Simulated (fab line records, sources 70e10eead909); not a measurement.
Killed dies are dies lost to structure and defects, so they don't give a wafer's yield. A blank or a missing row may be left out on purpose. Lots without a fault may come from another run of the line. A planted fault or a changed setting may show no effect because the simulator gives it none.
A struck lot beside a sound one | flow nand_harc | 13 steps out of a route of 1302
Sound: wafers L459.1, L459.4, L459.6. Struck: wafers L464.1, L464.2, L464.5. The cause comes at the end.
At each step with rows: each side's tool, then ch and its chambers, then its first start. Under that, the readings that differ: sound wafers | struck wafers | difference of the means | sigmas: that difference in standard deviations of wafers without a fault.
alike: readings whose means differ by less than 2 such deviations, and words and numbers that are the same on both sides. not compared: withheld readings, readings that some wafer has no value for, bounds like >300 that may hide the same value, and numbers for which the record gives no deviation and whose values overlap.
The two part at a step that has a row with sigmas, a row that says differs or no value, or rows on one side only. Numbers that don't overlap but have no deviation are shown without sigmas and don't part them. A reading that every wafer of one side lacks parts them only if that side has two wafers or more.

NHARC_A_CONTACT_CMP_20: polishes, t overpolish 30 s, target thk 300 nm.
  sound on cmp-03 ch 0,2,3, day 23 14:57; struck on cmp-03 ch 1,3, day 25 01:53
  reading                | sound    | struck   | difference | sigmas
  time_to_endpoint_s (s) | 63 63 66 | 60 58 55 | -6         | -2
  alike: motor_current_A, overpolish_run_s
then, 1 step without rows for these wafers: NHARC_A_CONTACT_SRD_22.
NHARC_A_CONTACT_INSPECT_23:
  sound on defect_inspect-01, day 23 15:20; struck on defect_inspect-01, day 25 02:17
  alike: raw_defect_count
then, 8 steps without rows for these wafers: NHARC_A_BLC_DEHYDRATE_00 (time 120 s); NHARC_A_BLC_HMDS_01 (time 30 s); NHARC_A_BLC_COAT_02 (time 75 s); NHARC_A_BLC_COAT_03 (time 65 s); NHARC_A_BLC_COAT_04 (resist thk 90 nm); NHARC_A_BLC_SOFTBAKE_05 (time 55 s); NHARC_A_BLC_EBR_06; NHARC_A_BLC_EXPOSE_07 (exposes mask A BLC, target cd 100 nm).
NHARC_A_BLC_PEB_08: peb time 65 s.
  sound on litho_track-06 ch 0, day 23 15:46; struck on litho_track-04, day 25 02:43
  no value came back on the struck wafers for chill_plate_temp_C (C), exhaust_pa (Pa), plate_temp_C (C); on the sound wafers chill_plate_temp_C (C) reads 22.96 23.11 23.10
then, 1 step without rows for these wafers: NHARC_A_BLC_DEVELOP_09 (develop time 35 s).

WHERE THEY PART
First at NHARC_A_CONTACT_CMP_20; last, within this record, at NHARC_A_BLC_PEB_08.

WHY: what the simulator had put in
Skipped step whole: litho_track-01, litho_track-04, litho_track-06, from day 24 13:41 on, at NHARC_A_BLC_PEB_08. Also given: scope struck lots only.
